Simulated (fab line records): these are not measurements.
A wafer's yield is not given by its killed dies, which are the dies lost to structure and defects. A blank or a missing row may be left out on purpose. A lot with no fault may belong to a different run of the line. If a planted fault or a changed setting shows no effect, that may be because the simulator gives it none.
Matching of chambers + flow n5-finfet + N5_BEOL_M11_ETCH_62 on rie-diel-06: 4 sister chambers
The step etches SOC in N2/H2, target depth 110 nm, overetch 22 nm, time 165 s. 20 wafers are shown with their chamber, then 10 later ones without.

## WAFERS WITH THEIR CHAMBER
| wafer  | chamber | showerhead-plenum-p-Torr (Torr) | throttle-valve-pct (%) | drypump-motor-current-A (A) |
|--------|---------|---------------------------------|------------------------|-----------------------------|
| L074.1 | 0       | 2.60                            | 17.91                  | 5.8                         |
| L074.3 | 3       | 2.47                            | 17.90                  | 5.9                         |
| L074.4 | 3       | 2.47                            | 17.90                  | 5.9                         |
| L076.1 | 0       | 2.60                            | 17.91                  | 5.8                         |
| L076.2 | 3       | 2.47                            | 17.89                  | 5.9                         |
| L076.4 | 1       | 2.66                            | 18.47                  | 6.4                         |
| L080.2 | 1       | 2.66                            | 18.48                  | 6.4                         |
| L080.5 | 3       | 2.47                            | 17.93                  | 5.9                         |
| L080.6 | 0       | 2.60                            | 17.92                  | 5.8                         |
| L082.2 | 1       | 2.65                            | 18.49                  | 6.3                         |
| L082.4 | 3       | 2.46                            | 17.94                  | 5.9                         |
| L082.5 | 1       | 2.65                            | 18.49                  | 6.3                         |
| L084.1 | 2       | 2.70                            | 17.61                  | 5.4                         |
| L084.5 | 3       | 2.46                            | 17.94                  | 5.9                         |
| L084.6 | 2       | 2.70                            | 17.58                  | 5.5                         |
| L086.1 | 1       | 2.65                            | 18.50                  | 6.4                         |
| L086.3 | 3       | 2.46                            | 17.95                  | 5.9                         |
| L086.5 | 2       | 2.69                            | 17.62                  | 5.5                         |
| L089.1 | 3       | 2.46                            | 17.96                  | 5.9                         |
| L089.4 | 2       | 2.69                            | 17.62                  | 5.4                         |

SIGNATURES, as means of the wafers listed above
| reading                  | chamber 0 | chamber 1 | chamber 2 | chamber 3 | scatter within a chamber |
|--------------------------|-----------|-----------|-----------|-----------|--------------------------|
| showerhead-plenum-p-Torr | 2.6000    | 2.6540    | 2.6950    | 2.4650    | 0.00512                  |
| throttle-valve-pct       | 17.9133   | 18.4860   | 17.6075   | 17.9262   | 0.0201                   |
| drypump-motor-current-A  | 5.800     | 6.360     | 5.450     | 5.900     | 0.0371                   |
Rule: distance of a wafer from a chamber = root of the sum over the readings of ((wafer's reading minus chamber's mean) / reading's scatter) squared. If the next closest chamber is less than 2 further off than the closest, the wafer can't be placed; otherwise it belongs to the closest. How the scatter is found: for the shown wafers, subtract from each reading the mean of its chamber, square and add these, divide the total by (wafers less chambers), then take the root.

## WAFERS WHOSE CHAMBER IS MISSING
| wafer  | showerhead-plenum-p-Torr (Torr) | throttle-valve-pct (%) | drypump-motor-current-A (A) |
|--------|---------------------------------|------------------------|-----------------------------|
| L089.5 | 2.46                            | 17.96                  | 5.9                         |
| L087.1 | 2.69                            | 17.63                  | 5.4                         |
| L087.5 | 2.46                            | 17.96                  | 5.9                         |
| L087.6 | 2.59                            | 17.96                  | 5.8                         |
| L097.3 | 2.45                            | 17.99                  | 5.9                         |
| L097.5 | 2.45                            | 18.00                  | 5.9                         |
| L097.6 | 2.68                            | 17.68                  | 5.4                         |
| L091.3 | 2.68                            | 17.64                  | 5.5                         |
| L091.4 | 2.58                            | 18.01                  | 5.8                         |
| L091.5 | 2.45                            | 17.99                  | 5.9                         |

## EACH ONE'S CHAMBER
| wafer  | from the rows above | in truth |
|--------|---------------------|----------|
| L089.5 | 3                   | 3        |
| L087.1 | 2                   | 2        |
| L087.5 | 3                   | 3        |
| L087.6 | 0                   | 0        |
| L097.3 | 3                   | 3        |
| L097.5 | 3                   | 3        |
| L097.6 | 2                   | 2        |
| L091.3 | 2                   | 2        |
| L091.4 | 0                   | 0        |
| L091.5 | 3                   | 3        |
10 of 10 placed correctly. From these rows, 0 cannot be placed. Wrongly placed: 0.
